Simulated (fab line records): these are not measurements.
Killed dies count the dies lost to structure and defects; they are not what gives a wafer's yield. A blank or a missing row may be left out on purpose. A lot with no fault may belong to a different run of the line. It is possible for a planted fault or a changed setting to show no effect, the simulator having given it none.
Struck lot and sound lot, side by side || flow n5-finfet || 26 out of 1938 route steps
Sound: the wafers L629.2, L629.3, L629.6. Wafers struck: L640.2, L640.3, L640.6. Last of all comes the cause.
Per side, at each step with rows, come the tool, then ch with its chambers, and then its first start. Under that, the readings that differ: sound wafers || struck wafers || difference of the means || sigmas: that difference in standard deviations of wafers without a fault.
alike: readings with means less than 2 such deviations apart, plus words and numbers identical on both sides. not compared: withheld readings, readings lacking a value on some wafer, bounds such as >300 that could conceal the same value, and numbers that have no deviation in the record and whose values overlap.
Wherever a step has rows on one side only, a row that says differs or no value, or a row with sigmas, the two part there. Non-overlapping numbers with no deviation appear without sigmas and do not part them. Lack of a reading on every wafer of one side parts them only where that side has two or more wafers.

N5_BEOL_M6_RS_MEAS_57: measurement is done with a four-point probe.
  sound: film-metro-02 at day 11 04:59; struck: film-metro-01 at day 14 06:26
  alike: M6_RS
N5_BEOL_M6_INSPECT_58: inspects for defects (darkfield).
  sound: defect-inspect-01 at day 11 05:01; struck: defect-inspect-02 at day 14 06:28
  alike: raw-defect-count
then, 1 step without rows for these wafers: N5_BEOL_M7_ILD_DEP_00 (deposits SiCOH lowk from DEMS/porogen, target thk 179.75 nm, time 33.4 s).
N5_BEOL_M7_CURE_74: cures SiCOH lowk, time 240 s.
  sound on uv-cure-03 ch 2, day 11 05:17; struck on uv-cure-03 ch 1, day 14 06:38
  alike: lamp-power-pct, wafer_temp_C_max
N5_BEOL_M7_THK_MEAS_01:
  sound: film-metro-01 at day 11 06:07; struck: film-metro-02 at day 14 07:04
  alike: M7_ILD_THK
N5_BEOL_M7_PECVD_70: deposits SiO2 from TEOS/O2, target thk 20 nm, time 22.7 s.
  sound on pecvd-04 ch 0,1,2, day 11 06:09; struck on pecvd-01 ch 0,1, day 14 07:07
  alike: heater-power-w, showerhead-plenum-p-Torr, throttle-valve-pct
N5_BEOL_M7_HM_DEP_02: deposits TiN, target thk 20 nm.
  sound: pvd-sputter-01 at day 11 07:22; struck: pvd-sputter-03 at day 14 07:49
  alike: throttle-valve-pct
then, 5 steps without rows for these wafers: N5_BEOL_M7_COAT_59 (time 60 s, resist thk 100 nm); N5_BEOL_M7_COAT_60 (time 60 s, resist thk 35 nm); N5_BEOL_M7_COAT_05 (resist thk 90 nm); N5_BEOL_M7_EBR_07; N5_BEOL_M7_SOFTBAKE_06 (time 60 s).
N5_BEOL_M7_EXPOSE_08: exposes mask M7.
  sound on arfi-scanner-03 ch 0, day 11 07:37; struck on arfi-scanner-02 ch 0, day 14 08:11
{"reading": "exposure-dose-mJ-cm2", "sound": "68.24 68.28 68.23", "struck": "66.53 66.59 66.57", "difference": -1.69, "sigmas": -26}
  alike: mask
then, 2 steps without rows for these wafers: N5_BEOL_M7_PEB_09 (peb time 60 s); N5_BEOL_M7_DEVELOP_10 (develop time 30 s).
N5_BEOL_M7_CD_MEAS_11 targets a cd of 38.5 nm.
  sound on cd-sem-01 ch 0, day 11 07:44; struck on cd-sem-02 ch 0, day 14 08:19
  alike: cd-nm
N5_BEOL_M7_OVL_MEAS_12:
  sound on overlay-02 ch 0, day 11 07:46; struck on overlay-02 ch 0, day 14 08:21
  alike: M7_OVL
N5_BEOL_M7_INSPECT_13: inspects for defects (brightfield).
  sound: defect-inspect-01 at day 11 07:47; struck: defect-inspect-01 at day 14 08:22
  alike: raw-defect-count
N5_BEOL_M7_DESCUM_16: chemistry O2, time 7.9 s.
  sound on rie-diel-02 ch 0,2,3, day 11 07:49; struck on rie-diel-02 ch 0,1, day 14 08:24
  alike: drypump-motor-current-A, oes-product-au, rf-vpp-V, showerhead-plenum-p-Torr, throttle-valve-pct
  not compared: rf-hours-counter-h
N5_BEOL_M7_ETCH_61: etches SiARC in CF4, target depth 45.5 nm, time 75.8 s.
  sound on rie-diel-02 ch 0,2,3, day 11 07:52; struck on rie-diel-02 ch 0,1, day 14 08:26
  alike: bias-w, drypump-motor-current-A, etch-rf-on-time-s, oes-product-au, rf-vpp-V, showerhead-plenum-p-Torr, throttle-valve-pct
  not compared: rf-hours-counter-h, model.BEOL_M7.cd-offset-nm
N5_BEOL_M7_ETCH_62: etches SOC in N2/H2, target depth 110 nm, overetch 22 nm, time 165 s.
  sound on rie-diel-02 ch 0,2,3, day 11 07:55; struck on rie-diel-02 ch 0,1, day 14 08:29
  alike: bias-w, drypump-motor-current-A, oes-product-au, rf-vpp-V, showerhead-plenum-p-Torr, throttle-valve-pct
  not compared: rf-hours-counter-h
then, 2 steps without rows for these wafers: N5_BEOL_M7_STRIP_68 (strips in N2/H2); N5_BEOL_M7_STRIP_67 (strips in CF4).
N5_BEOL_M7_HM_OPEN_17: chemistry Cl2/BCl3, target TiN, target depth 20 nm, overetch 6 nm.
  sound on rie-metal-03 ch 0,1, day 11 08:06; struck on rie-metal-01 ch 0,1, day 14 08:41
{"reading": "oes-product-au (a.u.)", "sound": "0.75 0.75 0.76", "struck": "0.58 0.59 0.62", "difference": -0.16, "sigmas": -3}
{"reading": "throttle-valve-pct (%)", "sound": "21.91 21.92 22.04", "struck": "22.63 22.63 22.08", "difference": "+0.49", "sigmas": "+2"}
  alike: bias-w, drypump-motor-current-A
  not compared: rf-hours-counter-h, model.BEOL_M7.cd-offset-nm
then, 2 steps without rows for these wafers: N5_BEOL_M7_STRIP_19 (strips in O2); N5_PASSIVATION_PROBE_49.

## WHERE THEY PART
At N5_BEOL_M7_EXPOSE_08 first; at N5_BEOL_M7_HM_OPEN_17 last (within this record only).

WHY: the cause the simulator had injected
Process parameters drifting: arfi-scanner-02 at N5_BEOL_M7_EXPOSE_08, beginning at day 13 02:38. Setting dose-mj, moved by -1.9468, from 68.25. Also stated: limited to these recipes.
